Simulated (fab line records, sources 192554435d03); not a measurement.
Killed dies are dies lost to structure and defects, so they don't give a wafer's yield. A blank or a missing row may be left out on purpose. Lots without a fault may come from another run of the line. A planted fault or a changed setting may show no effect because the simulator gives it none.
Chamber matching | flow n5_finfet | N5_BEOL_M13_ILD_DEP_00 on pecvd-01: 3 sister chambers
The step deposits SiOC from DEMS/O2, target thk 837.92 nm, time 166.4 s. 20 wafers are shown with their chamber, then 10 later ones without.

WAFERS WITH THEIR CHAMBER
wafer  | chamber | throttle_valve_pct (%) | heater_power_w (W) | heater_power_outer_w (W)
L074.2 | 1       | 12.4                   | 587                | 339
L074.3 | 0       | 12.1                   | 452                | 219
L074.6 | 1       | 12.4                   | 538                | 283
L077.2 | 0       | 11.9                   | 554                | 292
L077.3 | 0       | 12.0                   | 451                | 217
L077.4 | 1       | 12.6                   | 549                | 296
L076.1 | 0       | 11.9                   | 524                | 277
L076.3 | 1       | 12.3                   | 586                | 318
L076.4 | 0       | 11.6                   | 541                | 289
L078.1 | 1       | 12.2                   | 606                | 331
L078.2 | 0       | 11.9                   | 469                | 235
L078.5 | 0       | 11.7                   | 541                | 291
L080.1 | 0       | 11.8                   | 501                | 260
L080.3 | 2       | 11.4                   | 372                | 201
L080.5 | 1       | 12.2                   | 479                | 250
L079.2 | 2       | 11.5                   | 366                | 198
L079.4 | 0       | 11.9                   | 447                | 216
L079.5 | 2       | 11.6                   | 400                | 218
L082.3 | 2       | 11.6                   | 382                | 199
L082.4 | 2       | 11.4                   | 407                | 224

SIGNATURES (means of the wafers above)
reading              | chamber 0 | chamber 1 | chamber 2 | scatter within a chamber
throttle_valve_pct   | 11.867    | 12.350    | 11.500    | 0.14
heater_power_w       | 497.78    | 557.50    | 385.40    | 40
heater_power_outer_w | 255.11    | 302.83    | 208.00    | 29.8
Rule: a wafer's distance from a chamber is the root of the sum, over the readings, of the square of ((its reading less the chamber's mean) divided by the reading's scatter). The wafer belongs to the nearest chamber; if the next one is less than 2 further off, it can't be placed. The scatter: the root of (the sum of the squares of (reading less its chamber's mean) over the shown wafers, divided by (wafers less chambers)).

WAFERS WITHOUT THEIR CHAMBER
wafer  | throttle_valve_pct (%) | heater_power_w (W) | heater_power_outer_w (W)
L082.5 | 11.8                   | 439                | 219
L088.1 | 11.8                   | 423                | 233
L088.2 | 12.4                   | 556                | 310
L088.4 | 11.3                   | 329                | 169
L089.1 | 12.2                   | 595                | 334
L089.5 | 11.7                   | 551                | 293
L089.6 | 11.4                   | 416                | 231
L092.4 | 12.3                   | 573                | 320
L092.5 | 12.5                   | 607                | 341
L092.6 | 11.4                   | 427                | 245

WHICH CHAMBER EACH WENT THROUGH
wafer  | from the rows above     | in truth
L082.5 | can't be placed: 0 or 2 | 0
L088.1 | can't be placed: 0 or 2 | 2
L088.2 | 1                       | 1
L088.4 | 2                       | 2
L089.1 | 1                       | 1
L089.5 | 0                       | 0
L089.6 | 2                       | 2
L092.4 | 1                       | 1
L092.5 | 1                       | 1
L092.6 | 2                       | 2
Placed correctly: 8 of 10. Can't be placed from these rows: 2 (the true chamber is among the candidates in 2). Placed wrongly: 0.
